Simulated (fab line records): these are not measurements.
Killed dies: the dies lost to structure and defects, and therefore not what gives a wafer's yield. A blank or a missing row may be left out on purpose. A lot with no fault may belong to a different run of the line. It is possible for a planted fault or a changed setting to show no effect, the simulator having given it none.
Matching of chambers / flow nand harc / rie diel-09 running NHARC_A_CHANNEL_HOLE_D1_ETCH_44: 4 sister chambers
The step etches the open film in CF4/O2, target depth 140 nm, overetch 14 nm, time 77 s. 15 wafers are shown with their chamber, then 7 later ones without.

WAFERS, EACH WITH ITS CHAMBER
wafer=L759.1; chamber=2; showerhead plenum p Torr (Torr)=1.39; drypump motor current A (A)=6.5; rf vpp V (V)=200.3
wafer=L759.5; chamber=3; showerhead plenum p Torr (Torr)=1.26; drypump motor current A (A)=6.3; rf vpp V (V)=195.9
wafer=L759.6; chamber=2; showerhead plenum p Torr (Torr)=1.39; drypump motor current A (A)=6.5; rf vpp V (V)=198.1
wafer=L758.2; chamber=3; showerhead plenum p Torr (Torr)=1.26; drypump motor current A (A)=6.3; rf vpp V (V)=197.0
wafer=L758.3; chamber=1; showerhead plenum p Torr (Torr)=1.39; drypump motor current A (A)=6.0; rf vpp V (V)=198.4
wafer=L758.6; chamber=0; showerhead plenum p Torr (Torr)=1.29; drypump motor current A (A)=5.8; rf vpp V (V)=197.1
wafer=L762.4; chamber=1; showerhead plenum p Torr (Torr)=1.39; drypump motor current A (A)=6.0; rf vpp V (V)=199.0
wafer=L762.5; chamber=3; showerhead plenum p Torr (Torr)=1.26; drypump motor current A (A)=6.3; rf vpp V (V)=196.5
wafer=L762.6; chamber=0; showerhead plenum p Torr (Torr)=1.29; drypump motor current A (A)=5.7; rf vpp V (V)=197.9
wafer=L763.3; chamber=0; showerhead plenum p Torr (Torr)=1.29; drypump motor current A (A)=5.7; rf vpp V (V)=197.7
wafer=L763.4; chamber=3; showerhead plenum p Torr (Torr)=1.26; drypump motor current A (A)=6.3; rf vpp V (V)=195.8
wafer=L763.6; chamber=0; showerhead plenum p Torr (Torr)=1.29; drypump motor current A (A)=5.7; rf vpp V (V)=197.3
wafer=L768.1; chamber=1; showerhead plenum p Torr (Torr)=1.39; drypump motor current A (A)=6.0; rf vpp V (V)=200.2
wafer=L768.4; chamber=3; showerhead plenum p Torr (Torr)=1.25; drypump motor current A (A)=6.3; rf vpp V (V)=195.3
wafer=L768.6; chamber=2; showerhead plenum p Torr (Torr)=1.39; drypump motor current A (A)=6.5; rf vpp V (V)=198.8

SIGNATURES (means of the wafers above)
reading=showerhead plenum p Torr; chamber 0=1.2900; chamber 1=1.3900; chamber 2=1.3900; chamber 3=1.2580; scatter within a chamber=0.0027
reading=drypump motor current A; chamber 0=5.725; chamber 1=6.000; chamber 2=6.500; chamber 3=6.300; scatter within a chamber=0.0261
reading=rf vpp V; chamber 0=197.500; chamber 1=199.200; chamber 2=199.067; chamber 3=196.100; scatter within a chamber=0.76
Rule: a wafer lies at a distance from a chamber equal to the root of the sum of squares, over the readings, of (its reading less the chamber's mean, divided by the reading's scatter). The wafer belongs to the nearest chamber; if the next one is less than 2 further off, it can't be placed. The scatter: take each reading less its chamber's mean, square it, sum over the shown wafers, divide by the number of wafers less the number of chambers, and take the root.

WAFERS MISSING THEIR CHAMBER
wafer=L770.1; showerhead plenum p Torr (Torr)=1.29; drypump motor current A (A)=5.7; rf vpp V (V)=195.7
wafer=L770.3; showerhead plenum p Torr (Torr)=1.25; drypump motor current A (A)=6.3; rf vpp V (V)=196.0
wafer=L769.5; showerhead plenum p Torr (Torr)=1.29; drypump motor current A (A)=5.7; rf vpp V (V)=196.9
wafer=L769.6; showerhead plenum p Torr (Torr)=1.25; drypump motor current A (A)=6.3; rf vpp V (V)=196.9
wafer=L779.1; showerhead plenum p Torr (Torr)=1.39; drypump motor current A (A)=6.5; rf vpp V (V)=199.6
wafer=L779.4; showerhead plenum p Torr (Torr)=1.39; drypump motor current A (A)=6.0; rf vpp V (V)=198.4
wafer=L779.6; showerhead plenum p Torr (Torr)=1.29; drypump motor current A (A)=5.8; rf vpp V (V)=197.1

CHAMBER TAKEN BY EACH
wafer=L770.1; from the rows above=0; in truth=0
wafer=L770.3; from the rows above=3; in truth=3
wafer=L769.5; from the rows above=0; in truth=0
wafer=L769.6; from the rows above=3; in truth=3
wafer=L779.1; from the rows above=2; in truth=2
wafer=L779.4; from the rows above=1; in truth=1
wafer=L779.6; from the rows above=0; in truth=0
Placed correctly: 7 of 7. Not placeable from these rows: 0. Wrongly placed: 0.
